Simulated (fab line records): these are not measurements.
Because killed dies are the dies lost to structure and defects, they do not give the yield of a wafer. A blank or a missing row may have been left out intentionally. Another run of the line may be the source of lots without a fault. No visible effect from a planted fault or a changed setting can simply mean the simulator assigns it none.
Chamber matching + flow n5 finfet + N5_HKMG_FIN_CMP_23 on cmp-01: 4 sister chambers
The step polishes, stops on SiNx, t overpolish 10 s, target thk 46.326 nm. 8 wafers are shown with their chamber, then 11 later ones without.

== WAFERS, EACH WITH ITS CHAMBER ==
| wafer  | chamber | motor current A (A) | time to endpoint s (s) |
|--------|---------|---------------------|------------------------|
| L082.2 | 2       | 13.1                | 13.8                   |
| L082.6 | 1       | 10.6                | 10.8                   |
| L085.1 | 2       | 12.4                | 14.8                   |
| L085.6 | 0       | 13.4                | 13.2                   |
| L087.1 | 1       | 11.7                | 13.6                   |
| L087.2 | 3       | 12.2                | 8.6                    |
| L087.4 | 0       | 12.7                | 15.3                   |
| L089.2 | 3       | 11.4                | 11.3                   |

== WAFERS WHOSE CHAMBER IS MISSING ==
| wafer  | motor current A (A) | time to endpoint s (s) |
|--------|---------------------|------------------------|
| L089.3 | 12.9                | 15.4                   |
| L089.6 | 12.8                | 15.6                   |
| L093.1 | 11.2                | 7.7                    |
| L093.5 | 11.3                | 12.7                   |
| L093.6 | 13.2                | 14.2                   |
| L095.1 | 12.4                | 14.1                   |
| L095.2 | 11.4                | 13.2                   |
| L095.4 | 13.4                | 14.4                   |
| L096.1 | 11.0                | 9.4                    |
| L096.3 | 13.0                | 12.0                   |
| L096.5 | 12.6                | 12.1                   |

== CHAMBER TAKEN BY EACH ==
| wafer  | from the rows above               | in truth |
|--------|-----------------------------------|----------|
| L089.3 | can't be placed: 2 or 0           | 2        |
| L089.6 | can't be placed: 2 or 0           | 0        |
| L093.1 | can't be placed: 3 or 1           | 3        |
| L093.5 | can't be placed: 1 or 3           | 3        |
| L093.6 | can't be placed: 0 or 2           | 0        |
| L095.1 | can't be placed: 2 or 0 or 1      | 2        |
| L095.2 | can't be placed: 1 or 3 or 2      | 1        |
| L095.4 | can't be placed: 0 or 2           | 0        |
| L096.1 | can't be placed: 3 or 1           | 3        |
| L096.3 | can't be placed: 0 or 2 or 3 or 1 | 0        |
| L096.5 | can't be placed: 2 or 0 or 3 or 1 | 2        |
0 of 11 placed correctly. Unplaceable from these rows: 11, with the true chamber sitting among the candidates in 11. Wrongly placed: 0.
How it was worked out, from the rows above alone: a wafer's distance from a chamber is the root of the sum, over the readings, of the square of ((its reading less the chamber's mean) divided by the reading's scatter). If the next closest chamber is less than 2 further off than the closest, the wafer can't be placed; otherwise it belongs to the closest. A chamber's mean is the mean of its shown wafers. The scatter: the root of (the sum of the squares of (reading less its chamber's mean) over the shown wafers, divided by (wafers less chambers)).
